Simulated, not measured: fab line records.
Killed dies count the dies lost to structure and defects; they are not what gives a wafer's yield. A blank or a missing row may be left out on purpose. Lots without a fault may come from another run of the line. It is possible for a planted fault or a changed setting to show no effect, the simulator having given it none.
fab line records ; flow n5-finfet
[record] lots = 6; wafers = 18; last-day = 16
route steps=1938 shown MOL_CONTACT_COAG@558
lots that met no fault: taken from a fault-free run of the same line
start-h: the number of hours between the record's first day and the start of the first shown wafer of the lot ; wait-h: hours from the lot's prior step to this one ; " unchanged from the row above ; L1.1+2: a single row standing in for several wafers ; - no value, or no start was given ; * or withheld: withheld ; < > ~ a bound
route shown NAME@n: a module of which the file shows steps, and the number in the route of the first ; usual: average and standard deviation across the fault-free wafers ; same: alike in all rows ; chamber/n: place in a boat ; sites: each site's reading ; _std_site: standard deviation across them ; _edge_site: the outer-site mean with the inner-site mean subtracted ; radius-mm: for every site, how far away it sits from the centre of the wafer ; mask NAME#n: copy n ; behind: the most recent tool/chamber to have shaped the wafer ; hold: cause of the lot's hold/its duration in hours/its outcome ; device: whichever transistor did not switch (one of n, p or np) ; end of line: at the end of the route, the tests of the same wafers ; a step with no rows: only its recipe ; killed: dies lost to structure and defects at the first sort, not the wafer's yield ; map: dies across one wafer; x = killed, . = not, _ = none there
set.NAME: the setting the step ran with; set.NAME@STEP: the setting that earlier step ran with ; model.NAME: the simulator's own value behind a step, which no gauge read
a table for each step, a row for each wafer; lots at some steps of the route
services: from which hour (start-h, from the record's first day; less than 0 if before it) a tool's chamber was out of use, for how many hours, and why
[[steps]]
[step N5_MOL_CONTACT_COAG_WET_ETCH_116]
[recipe] chemistry = SC1-inhibited; target-depth-nm = 4.6; dry = ipa-marangoni; rinse-time-s = 30; rinse-temp-c = 23
[step N5_MOL_CONTACT_COAG_ALD_27]
[recipe] material = SiOC; target-thk-a = 170; temp-c = 400; ald-precursor-family = carbosiloxane; ald-co-reactant = H2-plasma; pulse-time-s = 1.5; time-s = 2720; purge-time-s = 2; co-reactant-purge-time-s = 2; ald-cycles = 340; pressure-torr = 2
[usual] heater-power-outer-w = 494/37; heater-power-w = 795/64; precursor-pulse-height-rel = 1.000/0.02; susceptor-temp-C = 399.99/0.23
[same] pulse-time-s = 1.5; time-s = 2720
lot.wafer;tool;chamber;start-h;wait-h;heater-power-outer-w;heater-power-w;precursor-pulse-height-rel;susceptor-temp-C
L398.2;ald-sin-04;1;128.90;0.3;488;775;0.976;399.69
L398.4;ald-sin-04;2;128.90;0.3;550;893;1.011;399.89
L398.6;ald-sin-04;1;128.90;0.3;495;771;1.003;400.09
L403.2;ald-sin-02;2;159.55;0.0;487;868;0.976;399.94
L403.4;ald-sin-02;2;159.55;0.0;499;846;1.005;399.97
L403.5;ald-sin-02;0;159.55;0.0;443;737;1.030;400.23
L404.3;ald-sin-01;0;171.26;0.0;616;902;0.966;400.14
L404.4;ald-sin-01;3;171.26;0.0;414;736;1.006;399.94
L404.6;ald-sin-01;2;171.26;0.0;541;921;1.006;399.88
L405.2;ald-sin-02;2;175.14;0.0;486;863;0.998;399.96
L405.3;ald-sin-02;0;175.14;0.0;434;725;1.003;399.86
L405.5;ald-sin-02;2;175.14;0.0;485;867;0.969;399.72
L406.2;ald-sin-04;1;179.93;0.0;499;741;0.997;400.09
L406.4;ald-sin-04;2;179.93;0.0;560;893;0.981;399.69
L406.5;ald-sin-04;0;179.93;0.0;501;792;0.972;400.27
L410.1;ald-sin-04;2;206.09;0.3;573;877;1.022;400.16
L410.4;ald-sin-04;3;206.09;0.3;505;789;0.997;399.87
L410.6;ald-sin-04;1;206.09;0.3;499;764;0.995;399.99
[step N5_MOL_CONTACT_COAG_CMP_28]
[recipe] stop-on = SiNx; t-overpolish-s = 0.85; post-cmp-clean = alkaline-brush; down-force-psi = 4.15; platen-rpm = 51.8; pad-velocity-m-s = 1.0307; target-thk-nm = 14.522
[usual] motor-current-A = 12.6/1.1; time-to-endpoint-s = 6/3.6
lot.wafer;tool;chamber;start-h;wait-h;motor-current-A;time-to-endpoint-s
L398.2;cmp-04;3;130.51;0.8;12.3;3
L398.4;cmp-04;0;130.51;0.8;12.4;5
L398.6;cmp-04;3;130.51;0.8;12.3;5
L403.2;cmp-04;0;161.12;0.8;12.3;5
L403.4;cmp-04;2;161.12;0.8;13.6;0
L403.5;cmp-04;0;161.12;0.8;12.3;7
L404.4;cmp-04;3;172.87;0.8;12.4;5
L404.3;cmp-04;0;172.87;0.8;12.1;6
L404.6;cmp-04;3;172.87;0.8;12.6;3
L405.2;cmp-04;2;176.71;0.8;13.3;0
L405.3;cmp-04;1;176.71;0.8;13.1;10
L405.5;cmp-04;2;176.71;0.8;13.3;0
L406.4;cmp-04;3;181.53;0.8;12.4;7
L406.2;cmp-04;1;181.53;0.8;12.9;13
L406.5;cmp-04;3;181.53;0.8;12.3;8
L410.1;cmp-01;1;207.69;0.8;14.8;8
L410.4;cmp-01;3;207.69;0.8;12.4;11
L410.6;cmp-01;0;207.69;0.8;12.9;3
[step N5_MOL_CONTACT_COAG_THK_MEAS_29]
[recipe] reads = SiNx_of_GATE_CUT_PECVD_57+SiNx_of_GATE_CUT_SAC_CAP_01
[usual] MD_CAP_THK = 17.92/0.09
lot.wafer;tool;chamber;start-h;wait-h;MD_CAP_THK[nm]
L398.2;film-metro-01;-;130.76;-;17.81
L398.4;film-metro-01;-;130.76;-;17.86
L398.6;film-metro-01;-;130.76;-;17.84
L403.2;film-metro-01;-;161.42;-;18.05
L403.4;film-metro-01;-;161.42;-;18.14
L403.5;film-metro-01;-;161.42;-;18.03
L404.3;film-metro-01;-;173.12;-;17.86
L404.4;film-metro-01;-;173.12;-;17.85
L404.6;film-metro-01;-;173.12;-;17.86
L405.2;film-metro-01;-;177.00;-;18.00
L405.3;film-metro-01;-;177.00;-;17.89
L405.5;film-metro-01;-;177.00;-;18.13
L406.2;film-metro-01;-;181.79;-;17.85
L406.4;film-metro-01;-;181.79;-;18.06
L406.5;film-metro-01;-;181.79;-;18.03
L410.1;film-metro-01;-;207.95;-;18.05
L410.4;film-metro-01;-;207.95;-;17.81
L410.6;film-metro-01;-;207.95;-;17.97
[step N5_MOL_CONTACT_COAG_ALD_123]
[recipe] material = SiNx; target-thk-a = 50; temp-c = 400; ald-precursor-family = SiH2I2; ald-co-reactant = N2/H2-plasma; pulse-time-s = 1; purge-time-s = 2; co-reactant-purge-time-s = 2; ald-cycles = 100; pressure-torr = 2
[usual] heater-power-outer-w = 498/38; heater-power-w = 800/63; precursor-pulse-height-rel = 0.998/0.021; susceptor-temp-C = 400.01/0.23
[same] pulse-time-s = 1
lot.wafer;tool;chamber;start-h;wait-h;heater-power-outer-w;heater-power-w;precursor-pulse-height-rel;susceptor-temp-C
L398.2;ald-sin-02;3;130.80;0.0;457;687;1.006;399.94
L398.4;ald-sin-02;3;130.80;0.0;471;710;0.995;399.87
L398.6;ald-sin-02;2;130.80;0.0;489;873;1.006;400.12
L403.2;ald-sin-02;2;161.45;0.0;477;865;0.980;400.17
L403.4;ald-sin-02;0;161.45;0.0;439;716;0.975;400.22
L403.5;ald-sin-02;2;161.45;0.0;482;863;0.990;399.68
L404.3;ald-sin-04;0;173.16;0.0;495;792;1.036;399.81
L404.4;ald-sin-04;1;173.16;0.0;499;785;0.999;400.13
L404.6;ald-sin-04;1;173.16;0.0;488;769;0.987;400.12
L405.2;ald-sin-02;1;179.07;2.1;482;816;1.030;399.85
L405.3;ald-sin-02;3;179.07;2.1;451;704;0.995;399.78
L405.5;ald-sin-02;3;179.07;2.1;465;686;0.987;399.96
L406.2;ald-sin-04;0;181.84;0.1;495;814;0.988;400.01
L406.4;ald-sin-04;1;181.84;0.1;502;776;1.033;399.94
L406.5;ald-sin-04;0;181.84;0.1;505;793;0.990;400.57
L410.1;ald-sin-04;1;207.99;0.0;506;773;0.981;399.87
L410.4;ald-sin-04;2;207.99;0.0;547;890;1.026;399.98
L410.6;ald-sin-04;2;207.99;0.0;555;868;0.993;400.05
[step N5_MOL_CONTACT_COAG_PECVD_31]
[recipe] material = SiO2; target-thk-a = 460; temp-c = 400; precursor = TEOS/O2; pressure-torr = 6.5; rf-w = withheld; teos-flow-sccm = withheld; gas = O2; flow-sccm = 2650; time-s = 8.9
[step N5_MOL_CONTACT_COAG_COAT_75]
[recipe] resist = SOC; temp-c = 250; time-s = 60; spin-rpm = 1500; resist-thk-nm = 60
[step N5_MOL_CONTACT_COAG_COAT_76]
[recipe] resist = SiARC; temp-c = 220; time-s = 60; spin-rpm = 1500; resist-thk-nm = 10
[step N5_MOL_CONTACT_COAG_COAT_77]
[recipe] resist = underlayer; temp-c = 205; time-s = 60; spin-rpm = 1500; resist-thk-nm = 10
[step N5_MOL_CONTACT_COAG_COAT_78]
[recipe] resist = CAR-EUV; spin-rpm = 1500; resist-thk-nm = 40
[step N5_MOL_CONTACT_COAG_EBR_80]
[recipe] solvent = PGMEA; ebr-width-mm = 1.5
[step N5_MOL_CONTACT_COAG_SOFTBAKE_79]
[recipe] temp-c = 110; time-s = 60; resist = CAR-EUV
[step N5_MOL_CONTACT_COAG_EXPOSE_81]
[recipe] mask-id = VG; na = 0.33; source-shape = annular; sigma-inner = 0.3; sigma-outer = 0.7; polarization = unpolarized; defocus-nm = 0; dose-mj = 59.5
[usual] exposure-dose-mJ-cm2 = 59.9/0.58; focus-offset-nm = 0.0/0.43
lot.wafer;tool;chamber;start-h;wait-h;mask;exposure-dose-mJ-cm2;focus-offset-nm
L398.2;euv-scanner-01;0;131.51;-;VG#0;59.3;0.4
L398.4;euv-scanner-01;0;131.51;-;VG#0;59.3;-0.1
L398.6;euv-scanner-01;0;131.51;-;VG#0;59.3;0.5
L403.2;euv-scanner-02;-;162.16;-;VG#0;-;-
L403.4;euv-scanner-02;-;162.16;-;VG#0;-;-
L403.5;euv-scanner-02;-;162.16;-;VG#0;-;-
L404.3;euv-scanner-02;-;173.87;-;VG#0;-;-
L404.4;euv-scanner-02;-;173.87;-;VG#0;-;-
L404.6;euv-scanner-02;-;173.87;-;VG#0;-;-
L405.2;euv-scanner-01;0;179.90;-;VG#0;59.4;-0.5
L405.3;euv-scanner-01;0;179.90;-;VG#0;59.4;-0.3
L405.5;euv-scanner-01;0;179.90;-;VG#0;59.4;-0.3
L406.2;euv-scanner-02;0;182.68;-;VG#0;60.5;-0.3
L406.4;euv-scanner-02;0;182.68;-;VG#0;60.6;0.0
L406.5;euv-scanner-02;0;182.68;-;VG#0;60.5;0.4
L410.1;euv-scanner-02;0;208.68;-;VG#0;60.5;0.1
L410.4;euv-scanner-02;0;208.68;-;VG#0;60.5;-0.1
L410.6;euv-scanner-02;0;208.68;-;VG#0;60.4;0.7
[step N5_MOL_CONTACT_COAG_PEB_82]
[recipe] peb-temp-c = 100; peb-time-s = 60; resist = CAR-EUV
[[services]]
tool;chamber;start-h;hours;kind
euv-scanner-01;-;107.58;1.0;pm
euv-scanner-02;-;123.58;1.0;pm
cmp-04;-;126.13;0.8;repair
euv-scanner-02;-;127.95;-;calibration
ald-sin-01;1;129.96;14.0;repair
euv-scanner-01;-;132.54;1.4;repair
cmp-04;-;133.17;4.0;pm
cmp-04;-;137.17;-;consumable-replace:conditioner
cmp-04;-;137.17;-;consumable-replace:pad
ald-sin-02;1;152.20;10.6;repair
euv-scanner-01;-;161.60;1.0;pm
euv-scanner-02;0;164.82;-;calibration
ald-sin-01;-;176.92;14.0;pm
ald-sin-01;0;176.92;14.0;vent-cycle
ald-sin-01;1;176.92;14.0;vent-cycle
ald-sin-01;2;176.92;14.0;vent-cycle
ald-sin-01;3;176.92;14.0;vent-cycle
euv-scanner-02;-;179.73;1.0;pm
ald-sin-01;0;190.92;-;clean
ald-sin-01;1;190.92;-;clean
ald-sin-01;2;190.92;-;clean
ald-sin-01;3;190.92;-;clean
euv-scanner-01;-;191.64;38.7;repair
cmp-04;-;205.68;3.3;repair
[[key]]
[first-sign] step = N5_MOL_CONTACT_COAG_EXPOSE_81; reading = tool-record; direction = missing
effect none on later readings
met-at N5_MOL_CONTACT_COAG_EXPOSE_81
struck-wafers L403.2,L403.4,L403.5,L404.3,L404.4,L404.6
later-rows-left-out L403.2,L403.4,L403.5,L404.3,L404.4,L404.6
sort-left-out L403.2,L403.4,L403.5,L404.3,L404.4,L404.6
tester-left-out L403,L404
[fault] kind = skipped-step-whole; tool = euv-scanner-02; chamber = -; onset-h = 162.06; steps = N5_MOL_CONTACT_COAG_EXPOSE_81; scope = struck-lots-only
// tester-left-out: of these lots the tester's yield and bins aren't shown, on N5 and GAA mostly nor the transistor test; their killed dies are dies lost to structure and defects alone, not to doping, threshold or leakage, so they don't give the yield
// sort-left-out: the simulated sort isn't trusted on such a fault, so these wafers' sort isn't shown, and their yield isn't known
// later-rows-left-out: the simulator's readings of these wafers behind a module that went badly wrong aren't trusted and aren't shown, but for the sort
